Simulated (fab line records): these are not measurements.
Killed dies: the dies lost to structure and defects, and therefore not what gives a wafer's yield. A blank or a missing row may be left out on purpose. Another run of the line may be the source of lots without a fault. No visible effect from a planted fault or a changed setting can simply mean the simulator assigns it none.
Struck lot and sound lot, side by side -- flow n5 finfet -- 44 out of 1938 route steps
Sound: these wafers, L558.1, L558.4, L558.6. Struck: wafer L576.3 (L576.5, L576.6, from the same lot, were not struck and are left out); the cause is given at the end.
Order at every step that has rows: each side's tool, ch and its chambers, its first start. Under that, the readings that differ: sound wafers -- struck wafers -- difference of the means -- sigmas: that difference in standard deviations of wafers without a fault.
alike: words and numbers the same on both sides, and readings whose means are apart by under 2 such deviations; not compared: readings that were withheld, readings missing a value for some wafer, numbers with overlapping values and no deviation given by the record, and bounds like >300 which may hide the same value.
Wherever a step has rows on one side only, a row that says differs or no value, or a row with sigmas, the two part there. Numbers that have no deviation but don't overlap get no sigmas and don't part them. A reading that every wafer of one side lacks parts them only if that side has two wafers or more.

N5_BEOL_M6_ALD_77: deposits TaN, target thk 2 nm, pulse time 2 s, purge time 3 s.
  sound on ald metal-02 ch 0,1,2, day 9 05:11; struck on ald metal-02 ch 0, day 14 21:23
  alike: heater power outer w, heater power w
then, 4 steps without rows for these wafers: N5_BEOL_M6_SURFACE_TREAT_79; N5_BEOL_M6_CVD_78 (deposits Co from CCTBA/H2, target thk 2 nm, time 142.3 s); N5_BEOL_M6_SPUTTER_48 (material Cu, target thk 10 nm, time 1.667 s); N5_BEOL_M6_ECD_50 (material Cu, target thk 300 nm).
N5_BEOL_M6_ANNEAL_51: time 90 s.
  sound on rtp anneal-02 ch 0, day 9 08:21; struck on rtp anneal-01 ch 0, day 14 22:56
  alike: wafer_temp_C_max
N5_BEOL_M6_CMP_52: polishes, stops on SiCOH lowk, t overpolish 6.9 s, target thk 80 nm.
  sound on cmp-01 ch 0,1,3, day 9 08:41; struck on cmp-04 ch 0, day 14 23:12
  alike: barrier field endpoint s, motor current A, overpolish run s, time to endpoint s
N5_BEOL_M6_THK_MEAS_53: measures by xrf.
  struck on film metro-02, day 14 23:28; sound on film metro-01, day 9 08:56
  alike: M6_THK
then, 2 steps without rows for these wafers: N5_BEOL_M6_PRE_CLEAN_55 (time 15 s); N5_BEOL_M6_DEP_56 (deposits SiCN from 3MS/NH3, target thk 10 nm, time 17.5 s).
N5_BEOL_M6_RS_MEAS_57: measures by four-point-probe.
  struck on film metro-01, day 14 23:35; sound on film metro-02, day 9 09:04
  alike: M6_RS
N5_BEOL_M6_INSPECT_58: inspects for defects (darkfield).
  struck on defect inspect-01, day 14 23:37; sound on defect inspect-02, day 9 09:06
  alike: raw defect count
N5_BEOL_M7_ILD_DEP_00: deposits SiCOH lowk from DEMS/porogen, target thk 179.75 nm, time 33.4 s.
  sound on pecvd-02 ch 0,1,2, day 9 09:08; struck on pecvd-03 ch 2, day 14 23:40
reading,sound,struck,difference,sigmas
heater power outer w (W),174 188 139,91,-76,-3
heater power w (W),355 381 342,234,-125,-3
model.SiCOH_lowk_of_BEOL_M7_ILD_DEP_00.thk nm (nm),179.4 181 181.6,238,+57,
  alike: showerhead plenum p Torr, throttle valve pct
then, 1 step without rows for these wafers: N5_BEOL_M7_CURE_74 (cures SiCOH lowk, time 240 s).
N5_BEOL_M7_THK_MEAS_01:
  struck on film metro-02, day 15 00:14; sound on film metro-01, day 9 10:11
reading,sound,struck,difference,sigmas
M7_ILD_THK (nm),154.7 156.2 156.7,205.9,+50.0,+28
then, 10 steps without rows for these wafers: N5_BEOL_M7_PECVD_70 (deposits SiO2 from TEOS/O2, target thk 20 nm, time 22.7 s); N5_BEOL_M7_HM_DEP_02 (deposits TiN, target thk 20 nm); N5_BEOL_M7_COAT_59 (time 60 s, resist thk 100 nm); N5_BEOL_M7_COAT_60 (time 60 s, resist thk 35 nm); N5_BEOL_M7_COAT_05 (resist thk 90 nm); N5_BEOL_M7_EBR_07; N5_BEOL_M7_SOFTBAKE_06 (time 60 s); N5_BEOL_M7_EXPOSE_08 (exposes mask M7); N5_BEOL_M7_PEB_09 (peb time 60 s); N5_BEOL_M7_DEVELOP_10 (develop time 30 s).
N5_BEOL_M7_CD_MEAS_11: target cd 38.5 nm.
  sound on cd sem-03 ch 0, day 9 10:58; struck on cd sem-03 ch 0, day 15 01:17
  alike: cd nm
N5_BEOL_M7_OVL_MEAS_12:
  sound on overlay-01 ch 0, day 9 11:00; struck on overlay-02 ch 0, day 15 01:19
  alike: M7_OVL
N5_BEOL_M7_INSPECT_13: inspects for defects (brightfield).
  struck on defect inspect-01, day 15 01:20; sound on defect inspect-01, day 9 11:01
  alike: raw defect count
then, 4 steps without rows for these wafers: N5_BEOL_M7_DESCUM_16 (chemistry O2, time 7.9 s); N5_BEOL_M7_ETCH_61 (etches SiARC in CF4, target depth 45.5 nm, time 75.8 s); N5_BEOL_M7_ETCH_62 (etches SOC in N2/H2, target depth 110 nm, overetch 22 nm, time 165 s); N5_BEOL_M7_STRIP_68 (strips in N2/H2).
N5_BEOL_M7_STRIP_67: strips in CF4.
  sound on rie diel-01 ch 0,1, day 9 11:30; struck on rie diel-01 ch 2, day 15 05:04
reading,sound,struck,difference,sigmas
rf vpp V (V),270.0 269.1 270.9,273.0,+3.0,+2
  alike: bias power w, drypump motor current A, oes product au, power w, showerhead plenum p Torr, throttle valve pct
  not compared: rf hours counter h
N5_BEOL_M7_HM_OPEN_17: chemistry Cl2/BCl3, target TiN, target depth 20 nm, overetch 6 nm.
  sound on rie metal-02 ch 0,1, day 9 11:32; struck on rie metal-01 ch 1, day 15 05:32
  alike: drypump motor current A, oes product au, throttle valve pct
  not compared: rf hours counter h
then, 1 step without rows for these wafers: N5_BEOL_M7_STRIP_19 (strips in O2).
N5_BEOL_M7_CD_MEAS_18: pitch 80 nm, target cd 40 nm.
  struck on cd sem-03, day 15 05:43; sound on cd sem-02, day 9 11:43
  alike: cd nm
then, 6 steps without rows for these wafers: N5_BEOL_M7_COAT_63 (time 60 s, resist thk 60 nm); N5_BEOL_M7_COAT_64 (time 60 s, resist thk 12 nm); N5_BEOL_M7_COAT_71 (time 60 s, resist thk 5 nm); N5_BEOL_M7_COAT_22 (resist thk 30 nm); N5_BEOL_M7_EBR_24; N5_BEOL_M7_SOFTBAKE_23 (time 60 s).
N5_BEOL_M7_CMP_52: polishes, stops on SiCOH lowk, t overpolish 6.9 s, target thk 80 nm.
  sound on cmp-01 ch 0,3, day 9 17:02; struck on cmp-01 ch 1, day 15 11:42
reading,sound,struck,difference,sigmas
model.SiCOH_lowk_of_BEOL_M7_ILD_DEP_00.thk nm (nm),151.8 153 153.6,202.8,+50.0,
  alike: motor current A
-- record jumps: 3 days separate the struck wafers' starts on either side; left off in module BEOL_M7, taken up again in module PASSIVATION, whose first shown step is the route's number 1936 --
N5_PASSIVATION_PROBE_49:
  struck on prober-01, day 18 12:52; sound on prober-02, day 13 19:55
  alike: defect limited yield, killed_at_M0_to_M3, killed_at_M4_up, killed at contacts, killed at front end, killed at other, killed dies, killed open, killed short, sort_bin_5_function, sort_bin_6_memory, sort n pass, sort yield pct

== WHERE THEY PART ==
First at N5_BEOL_M7_ILD_DEP_00; last, within this record, at N5_BEOL_M7_STRIP_67. Later steps at which nothing parts them and some readings are alike: N5_BEOL_M7_HM_OPEN_17, N5_BEOL_M7_CD_MEAS_18, N5_BEOL_M7_CMP_52, N5_PASSIVATION_PROBE_49.

WHY: the cause the simulator had injected
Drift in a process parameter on pecvd-03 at N5_BEOL_M7_ILD_DEP_00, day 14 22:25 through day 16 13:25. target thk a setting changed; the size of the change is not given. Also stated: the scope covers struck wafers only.
